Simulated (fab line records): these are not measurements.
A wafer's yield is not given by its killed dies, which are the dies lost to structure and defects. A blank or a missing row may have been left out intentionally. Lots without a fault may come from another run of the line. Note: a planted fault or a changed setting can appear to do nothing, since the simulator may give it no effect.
Struck lot and sound lot, side by side ; flow n5Finfet ; 30 steps out of a route of 1938
Sound: these wafers, L514.1, L514.2, L514.6. Wafers L511.3, L511.5, L511.6 were the ones struck. The cause is named last.
Each step with rows lists, per side, the tool, then ch with its chambers, then its first start. Under that, the readings that differ: sound wafers ; struck wafers ; difference of the means ; sigmas: that difference in standard deviations of wafers without a fault.
alike: a reading whose means differ by less than 2 such deviations, as well as words and numbers matching on both sides. not compared: withheld readings; readings where some wafer has no value; bounds like >300 that might hide an equal value; numbers whose values overlap and for which the record gives no deviation.
Wherever a step has rows on one side only, a row that says differs or no value, or a row with sigmas, the two part there. Numbers that don't overlap but have no deviation are shown without sigmas and don't part them. A reading that every wafer of one side lacks parts them only if that side has two wafers or more.

first, 9 steps without rows for these wafers: N5_BEOL_M2_DESCUM_16 (chemistry O2, time 7 s); N5_BEOL_M2_ETCH_74 (etches underlayer in N2/H2, target depth 6.5 nm, time 5.2 s); N5_BEOL_M2_ETCH_63 (etches SiARC in CF4, target depth 15.6 nm, time 26 s); N5_BEOL_M2_ETCH_64 (etches SOC in N2/H2, target depth 75 nm, overetch 22.5 nm, time 121.9 s); N5_BEOL_M2_STRIP_65 (strips in N2/H2); N5_BEOL_M2_STRIP_75 (strips in N2/H2); N5_BEOL_M2_STRIP_66 (strips in CF4); N5_BEOL_M2_HM_OPEN_17 (chemistry Cl2/BCl3, target TiN, target depth 20 nm, overetch 6 nm); N5_BEOL_M2_STRIP_19 (strips in O2).
N5_BEOL_M2_COAT_67: time 60 s, resist thk 60 nm.
  sound on lithoTrack-01 ch 0, day 12 00:17; struck on lithoTrack-04 ch 0, day 10 20:34
reading;sound;struck;difference;sigmas
spinSpeedRpm (rpm);1500.8 1501.4 1499.8;1595.8 1596.3 1597.4;+95.8;+99 or more
model.SOC_of_BEOL_M2_COAT_67.thkNm (nm);60 60 59.8;58 58.2 58;-2;
  alike: heaterPowerTotalW
then, 13 steps without rows for these wafers: N5_BEOL_M2_COAT_68 (time 60 s, resist thk 12 nm); N5_BEOL_M2_COAT_76 (time 60 s, resist thk 5 nm); N5_BEOL_M2_COAT_22 (resist thk 30 nm); N5_BEOL_M2_EBR_24; N5_BEOL_M2_SOFTBAKE_23 (time 60 s); N5_BEOL_M2_EXPOSE_25 (exposes mask V1, defocus 5 nm); N5_BEOL_M2_PEB_26 (peb time 60 s); N5_BEOL_M2_DEVELOP_27 (develop time 30 s); N5_BEOL_M2_DESCUM_33 (chemistry O2, time 7 s); N5_BEOL_M2_ETCH_77 (etches underlayer in N2/H2, target depth 6.5 nm, time 5.2 s); N5_BEOL_M2_ETCH_69 (etches SiARC in CF4, target depth 15.6 nm, time 26 s); N5_BEOL_M2_ALD_98 (deposits SiO2, target thk 2.5 nm, pulse time 1 s, co reactant pulse time 1 s); N5_BEOL_M2_ETCHBACK_99 (etches SiO2 in CHF3, target depth 5 nm, time 10.4 s).
N5_BEOL_M2_ETCH_70: etches SOC in N2/H2, target depth 80 nm, overetch 24 nm, time 130 s.
  sound on rieDiel-03 ch 0,2,3, day 12 08:58; struck on rieDiel-01 ch 2,3, day 11 13:14
reading;sound;struck;difference;sigmas
model.etch.depthNm (nm);60.1 59.92 59.77;58.01 58.11 58.06;-1.87;
  alike: drypumpMotorCurrentA, oesProductAu, rfVppV, showerheadPlenumPTorr, throttleValvePct
  not compared: rfHoursCounterH
then, 2 steps without rows for these wafers: N5_BEOL_M2_STRIP_71 (strips in N2/H2); N5_BEOL_M2_STRIP_78 (strips in N2/H2).
N5_BEOL_M2_VIA_ETCH_34: etches the open film in C4F6/O2, target depth 69.4 nm, time 65.9 s.
  sound on rieDiel-03 ch 0,2,3, day 12 09:04; struck on rieDiel-01 ch 2,3, day 11 13:20
reading;sound;struck;difference;sigmas
model.SOC_of_BEOL_M2_COAT_67.thkNm (nm);52 52 51.4;49.4 49.6 49.8;-2.2;
  alike: drypumpMotorCurrentA, oes_ar_750_au, oesProductAu, rfVppV, showerheadPlenumPTorr, throttleValvePct
  not compared: rfHoursCounterH
then, 1 step without rows for these wafers: N5_BEOL_M2_STRIP_83 (strips in C4F6/O2).
-- the record jumps here: 2 days lie between the struck wafers' starts before and after (it left off in module BEOL_M2 and takes up again in module BEOL_M4, whose first step shown is number 1111 of the route) --
N5_BEOL_M4_RC_MEAS_101:
  sound on prober-02 ch 0, day 14 03:26; struck on prober-01 ch 0, day 13 19:59
  alike: DIBL_N, DIBL_P, IOFF_N, IOFF_P, ION_N, ION_P, SS_N, SS_P, VT_N, VT_P
next, for these wafers, 1 step has no rows: N5_PASSIVATION_PROBE_49.

## WHERE THEY PART
At N5_BEOL_M2_COAT_67 and nowhere else, as far as this record goes. Later steps at which nothing parts them and some readings are alike: N5_BEOL_M2_ETCH_70, N5_BEOL_M2_VIA_ETCH_34, N5_BEOL_M4_RC_MEAS_101.

WHY: whatever the simulator had introduced
Drift in process parameters on lithoTrack-04 at N5_BEOL_M2_COAT_67, starting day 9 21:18. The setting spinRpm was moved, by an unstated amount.
